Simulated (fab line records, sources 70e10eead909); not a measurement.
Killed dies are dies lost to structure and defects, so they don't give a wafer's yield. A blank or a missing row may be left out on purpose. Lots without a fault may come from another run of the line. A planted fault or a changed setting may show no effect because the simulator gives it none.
fab line records | flow nand_harc
record lots=11 wafers=33 last_day=34
route steps=1302 shown P_ZERO_WELL@67 P_STI@90 P_GATE@138
lots that met no fault: from a run of the same line without faults
start_h: hours from the record's first day to the start of the lot's first wafer shown | wait_h: hours since the lot's step before | " the same as in the row above | L1.1+2: a row that stands for several wafers | - no value, or no start given | * or withheld: withheld | < > ~ a bound
route shown NAME@n: a module of which the file shows steps, and the number in the route of the first | usual: mean/standard deviation of fault-free wafers | same: alike in all rows | chamber/n: place in a boat | sites: the reading at each site | _std_site: their standard deviation | _edge_site: outer sites' mean less inner sites' | radius_mm: how far each site lies from the wafer's centre | mask NAME#n: copy n | behind: the tool/chamber that last shaped the wafer | hold: why the lot was held/for how many hours/how that ended | device: the transistor (n, p or np) that didn't switch | end of line: the same wafers' tests at the end of the route | a step without rows: its recipe alone | killed: dies lost to structure and defects at the first sort, not the wafer's yield | map: a wafer's dies, x killed, . not, _ none there
set.NAME: the setting as run; set.NAME@STEP: as run at that earlier step | model.NAME: the simulator's own value behind a step, which no gauge read
steps of the route over a sample of lots; a table a step, a row a wafer
services: from which hour (start_h, from the record's first day; less than 0 if before it) a tool's chamber was out of use, for how many hours, and why
## steps
# step NHARC_P_ZERO_WELL_RTA_42
# recipe temp_c=1100 time_s=300
# usual lamp_power_pct=40.4/2.8 lamp_zone_2_pct=40.4/2.8 wafer_temp_C_max=1105.1/2.5
# columns lot.wafer tool chamber start_h wait_h lamp_power_pct lamp_zone_2_pct wafer_temp_C_max
L179.1 rtp_anneal-02 0 26.77 - 43.7 43.6 1108.6
L179.4 " 0 " " 43.8 43.6 1107.9
L179.6 " 0 " " 43.7 43.7 1107.2
L182.4 rtp_anneal-01 0 57.43 - 38.0 37.9 1103.0
L182.5 " 0 " " 38.0 38.0 1102.8
L182.6 " 0 " " 38.0 38.0 1103.4
L185.4 rtp_anneal-01 0 89.85 - 38.0 38.0 1101.9
L185.5 " 0 " " 38.0 38.0 1102.3
L185.6 " 0 " " 38.1 38.0 1103.0
L186.2 rtp_anneal-01 0 97.17 - 38.0 38.0 1102.6
L186.5 " 0 " " 38.1 38.0 1102.6
L186.6 " 0 " " 38.0 38.1 1101.8
L187.1 rtp_anneal-01 0 106.78 - 38.0 38.0 1103.4
L187.2 " 0 " " 38.0 38.0 1103.0
L187.4 " 0 " " 38.0 38.0 1102.6
L188.1 rtp_anneal-01 0 117.00 - 38.0 38.0 1103.0
L188.2 " 0 " " 38.0 38.0 1104.6
L188.3 " 0 " " 38.0 38.1 1103.2
L192.1 rtp_anneal-01 0 157.00 - 38.0 38.0 1103.2
L192.5 " 0 " " 38.0 38.0 1103.0
L192.6 " 0 " " 38.0 38.0 1103.3
L194.2 rtp_anneal-02 0 177.00 - 43.7 43.7 1108.6
L194.4 " 0 " " 43.7 43.7 1108.1
L194.6 " 0 " " 43.7 43.7 1107.6
L200.3 rtp_anneal-01 0 237.02 - 37.9 38.0 1103.2
L200.4 " 0 " " 37.9 37.9 1102.9
L200.6 " 0 " " 38.0 37.9 1103.1
L201.1 rtp_anneal-02 0 247.20 - 43.7 43.6 1107.9
L201.2 " 0 " " 43.6 43.7 1107.9
L201.6 " 0 " " 43.6 43.7 1107.1
L202.2 rtp_anneal-01 0 257.08 - 38.0 38.0 1103.6
L202.5 " 0 " " 38.0 38.0 1103.5
L202.6 " 0 " " 38.0 38.0 1105.2
# step NHARC_P_STI_ETCH_15
# recipe target_depth_a=3000 taper_deg=4 time_s=100.1 hbr_flow_sccm=150 cl2_flow_sccm=50 rf_w=400 icp_w=400 bias_w=100 chemistry=HBr/Cl2
# usual drypump_motor_current_A=5.6/0.5 oes_product_au=1.003/0.0094 throttle_valve_pct=26.406/0.0082
# columns lot.wafer tool chamber start_h wait_h drypump_motor_current_A oes_product_au rf_hours_counter_h throttle_valve_pct
L179.4 rie_si-01 2 46.45 - 5.9 1.005 0.13 26.419
L179.1 " 0 " " 6.4 1.002 0.07 26.401
L179.6 " 1 " " 4.7 1.005 - 26.405
L182.4 rie_si-01 0 73.44 - 6.4 1.004 0.25 26.409
L182.6 " 1 " " 4.7 1.015 - 26.399
L182.5 " 2 " " 6.0 0.998 - 26.420
L185.4 rie_si-01 1 106.41 - 4.8 1.009 0.53 26.406
L185.5 " 1 " " 4.8 0.994 - 26.414
L185.6 " 2 " " 6.0 1.000 - 26.426
L186.2 rie_si-03 3 115.04 - 5.7 0.999 0.48 26.414
L186.6 " 1 " " 5.1 0.996 - 26.399
L186.5 " 2 " " 5.4 1.004 - 26.398
L187.1 rie_si-03 2 126.62 - 5.5 1.010 0.59 26.407
L187.2 " 0 " " 6.4 0.990 0.48 26.421
L187.4 " 2 " " 5.4 1.002 - 26.406
L188.3 rie_si-03 2 134.41 - 5.5 1.016 0.72 26.408
L188.2 " 3 " " 5.7 1.006 0.65 26.390
L188.1 " 0 " " 6.3 0.993 0.61 26.406
L192.1 rie_si-06 2 174.00 - 5.2 0.997 0.64 26.397
L192.6 " 3 " " 6.1 1.014 - 26.411
L192.5 " 0 " " 5.4 1.020 - 26.413
L194.2 rie_si-03 0 193.07 - 6.4 1.002 1.05 26.417
L194.4 " 1 " " 5.1 1.010 0.79 26.386
L194.6 " 0 " " 6.4 0.987 - 26.391
L200.4 rie_si-03 3 253.03 - 5.7 0.996 0.22 26.402
L200.3 " 0 " " 6.4 0.974 0.13 26.397
L200.6 " 3 " " 5.7 0.990 - 26.408
L201.1 rie_si-06 0 264.73 - 5.3 1.009 0.05 26.416
L201.2 " 1 " " 5.1 0.996 0.05 26.420
L201.6 " 0 " " 5.3 1.003 - 26.417
L202.2 rie_si-03 1 273.60 - 5.1 1.000 0.35 26.403
L202.6 " 1 " " 5.2 1.004 - 26.404
L202.5 " 2 " " 5.5 1.021 - 26.417
# step NHARC_P_GATE_EXPOSE_23
# recipe na=1.35 target_cd_nm=120 dose_mj=93.91 mask_id=P_GATE
# usual reticle_temp_C=22.99/0.11
# columns lot.wafer tool chamber start_h wait_h mask reticle_temp_C
L179.1 arfi_scanner-02 0 95.58 - P_GATE#0 23.01
L179.4 " 0 " " P_GATE#0 22.91
L179.6 " 0 " " P_GATE#0 22.99
L182.4 arfi_scanner-02 0 126.46 - P_GATE#0 22.84
L182.5 " 0 " " P_GATE#0 22.89
L182.6 " 0 " " P_GATE#0 23.00
L185.4 arfi_scanner-01 0 164.08 - P_GATE#0 23.09
L185.5 " 0 " " P_GATE#0 22.98
L185.6 " 0 " " P_GATE#0 23.14
L186.2 arfi_scanner-02 0 164.64 - P_GATE#0 23.11
L186.5 " 0 " " P_GATE#0 22.99
L186.6 " 0 " " P_GATE#0 22.84
L187.1 arfi_scanner-03 0 183.65 - P_GATE#0 23.03
L187.2 " 0 " " P_GATE#0 22.84
L187.4 " 0 " " P_GATE#0 23.11
L188.1 arfi_scanner-02 0 191.21 - P_GATE#0 22.99
L188.2 " 0 " " P_GATE#0 23.10
L188.3 " 0 " " P_GATE#0 23.11
L192.1 arfi_scanner-02 0 224.23 - P_GATE_R1#0 22.83
L192.5 " 0 " " P_GATE_R1#0 22.98
L192.6 " 0 " " P_GATE_R1#0 23.04
L194.2 arfi_scanner-02 0 250.15 - P_GATE#0 23.05
L194.4 " 0 " " P_GATE#0 22.99
L194.6 " 0 " " P_GATE#0 22.93
L200.3 arfi_scanner-01 0 302.67 - P_GATE#0 22.93
L200.4 " 0 " " P_GATE#0 22.88
L200.6 " 0 " " P_GATE#0 22.89
L201.1 arfi_scanner-02 0 319.99 - P_GATE#0 22.99
L201.2 " 0 " " P_GATE#0 22.95
L201.6 " 0 " " P_GATE#0 22.92
L202.2 arfi_scanner-01 0 322.60 - P_GATE#0 23.09
L202.5 " 0 " " P_GATE#0 22.70
L202.6 " 0 " " P_GATE#0 22.92
# step NHARC_P_GATE_CD_MEAS_26
# recipe target_cd_nm=120 landing_energy_ev=500
# usual cd_nm=120.0/0.78
# columns lot.wafer tool chamber start_h wait_h cd_nm
L179.1 cd_sem-01 0 95.72 - 118.9
L179.4 " 0 " " 119.5
L179.6 " 0 " " 119.4
L182.4 cd_sem-03 0 126.59 - 120.3
L182.5 " 0 " " 119.3
L182.6 " 0 " " 119.9
L185.4 cd_sem-03 0 164.22 - 120.0
L185.5 " 0 " " 120.1
L185.6 " 0 " " 120.2
L186.2 cd_sem-02 0 164.77 - 121.3
L186.5 " 0 " " 120.9
L186.6 " 0 " " 120.7
L187.1 cd_sem-01 0 183.79 - 119.4
L187.2 " 0 " " 118.6
L187.4 " 0 " " 118.1
L188.1 cd_sem-03 0 191.35 - 119.8
L188.2 " 0 " " 119.8
L188.3 " 0 " " 119.0
L192.1 cd_sem-01 0 224.37 - 116.7
L192.5 " 0 " " 117.3
L192.6 " 0 " " 117.4
L194.2 cd_sem-03 0 250.30 - 120.4
L194.4 " 0 " " 120.7
L194.6 " 0 " " 120.2
L200.3 cd_sem-01 0 302.81 - 119.7
L200.4 " 0 " " 120.3
L200.6 " 0 " " 119.9
L201.1 cd_sem-02 0 320.14 - 120.8
L201.2 " 0 " " 121.1
L201.6 " 0 " " 121.5
L202.2 cd_sem-02 0 322.74 - 120.7
L202.5 " 0 " " 120.6
L202.6 " 0 " " 121.1
# step NHARC_P_GATE_ETCH_114
# recipe target_depth_a=300 overetch_a=30 time_s=16.5 ion_energy_ev=100 cf4_flow_sccm=80 o2_flow_sccm=20 ar_flow_sccm=0 rf_w=300 bias_w=100 chemistry=CF4/O2
# usual drypump_motor_current_A=5.8/0.39 oes_product_au=1.001/0.0095 rf_vpp_V=198.1/1.4 showerhead_plenum_p_Torr=1.35/0.059 throttle_valve_pct=13.395/0.011
# columns lot.wafer tool chamber start_h wait_h drypump_motor_current_A oes_product_au rf_hours_counter_h rf_vpp_V showerhead_plenum_p_Torr throttle_valve_pct
L179.4 rie_diel-06 1 - - 5.1 0.989 8 198.4 1.34 13.396
L179.1 " 3 " " 5.7 1.011 8 199.7 1.41 13.389
L179.6 " 2 " " 5.5 0.992 - 196.3 1.25 13.385
L182.4 rie_diel-12 2 - - 5.9 1.005 2 196.6 1.25 13.406
L182.5 " 3 " " 6.5 1.009 - 198.0 1.41 13.410
L182.6 " 0 " " 5.9 1.002 - 198.6 1.42 13.399
L185.4 rie_diel-06 2 - - 5.5 1.004 2 197.3 1.25 13.371
L185.6 " 2 " " 5.5 1.012 - 195.5 1.25 13.395
L185.5 " 3 " " 5.7 1.016 - 199.1 1.41 13.370
L186.2 rie_diel-05 2 - - 5.5 0.990 4 197.4 1.30 13.402
L186.6 " 2 " " 5.5 0.994 - 197.1 1.30 13.409
L186.5 " 3 " " 6.5 1.005 - 200.0 1.43 13.394
L187.1 rie_diel-06 0 - - 5.5 0.998 2 198.4 1.37 13.389
L187.2 " 1 " " 5.1 0.997 3 197.8 1.34 13.384
L187.4 " 2 " " 5.5 1.007 3 197.1 1.25 13.399
L188.2 rie_diel-12 1 - - 5.8 1.007 7 198.9 1.37 13.398
L188.1 " 2 " " 5.9 0.988 5 195.5 1.25 13.401
L188.3 " 3 " " 6.5 0.990 6 199.2 1.41 13.393
L192.1 rie_diel-06 1 - - 5.1 1.001 5 197.2 1.34 13.373
L192.6 " 0 " " 5.5 0.991 - 199.4 1.37 13.373
L192.5 " 2 " " 5.5 1.008 - 197.3 1.25 13.414
L194.4 rie_diel-12 1 - - 5.8 1.005 10 198.0 1.37 13.407
L194.2 " 2 " " 5.9 1.006 9 195.2 1.25 13.395
L194.6 " 2 " " 5.9 0.995 - 196.1 1.25 13.396
L200.3 rie_diel-12 2 - - 5.9 0.995 0 196.0 1.25 13.395
L200.4 " 1 " " 5.8 0.992 0 199.1 1.37 13.404
L200.6 " 2 " " 5.9 1.005 - 197.0 1.25 13.395
L201.2 rie_diel-05 1 - - 6.0 1.006 4 198.4 1.33 13.398
L201.1 " 3 " " 6.4 1.005 3 200.3 1.43 13.409
L201.6 " 1 " " 6.0 1.019 - 196.4 1.33 13.371
L202.2 rie_diel-05 0 - - 6.1 1.007 3 198.1 1.33 13.395
L202.6 " 2 " " 5.5 1.006 - 196.2 1.30 13.393
L202.5 " 3 " " 6.4 0.999 - 199.8 1.43 13.397
## services
# columns tool chamber start_h hours kind
rie_diel-06 0 8.39 1.3 repair
rtp_anneal-02 - 12.00 12.0 pm
rie_si-01 - 16.00 9.0 pm
arfi_scanner-01 - 19.55 0.3 repair
arfi_scanner-02 - 30.40 0.9 repair
rie_si-03 - 44.00 9.0 pm
rie_diel-12 2 63.69 5.0 repair
rie_diel-12 - 91.40 9.0 pm
rie_diel-06 2 109.60 6.1 repair
rie_si-03 1 122.21 15.3 repair
rie_diel-06 - 124.93 0.1 repair
rie_diel-06 - 130.27 9.0 pm
arfi_scanner-02 - 140.00 4.0 pm
rie_si-03 3 180.79 7.0 repair
rie_diel-06 2 213.22 6.0 repair
rie_diel-06 3 220.10 6.1 repair
rie_si-03 - 221.05 9.0 pm
rie_diel-12 - 268.40 9.0 pm
arfi_scanner-02 - 274.30 1.7 repair
rie_diel-12 3 283.44 5.6 repair
rie_diel-06 2 294.14 7.0 repair
rie_diel-06 - 307.27 9.0 pm
arfi_scanner-02 - 312.00 4.0 pm
rie_si-03 2 314.82 8.9 repair
## key
first_sign step=NHARC_P_GATE_EXPOSE_23 reading=mask direction=changed
effect step=NHARC_P_GATE_CD_MEAS_26 reading=cd_nm direction=down sigmas=3.6 usual=120.0 struck=117.2
met_at NHARC_P_GATE_EXPOSE_23
struck_lots L192
tester_left_out L192
not_acting_at NHARC_P_ZERO_WELL_RTA_42,NHARC_P_STI_ETCH_15,NHARC_P_GATE_ETCH_114
onset_between 191.21 224.23
fault kind=wrong_mask tool=any chamber=- onset_h=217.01 steps=NHARC_P_GATE_EXPOSE_23 aux_copy=P_GATE_R1#0 cd_offset_nm=-2.915 scope=struck_lots_only
# tester_left_out: of these lots the tester's yield and bins aren't shown, on N5 and GAA mostly nor the transistor test; their killed dies are dies lost to structure and defects alone, not to doping, threshold or leakage, so they don't give the yield
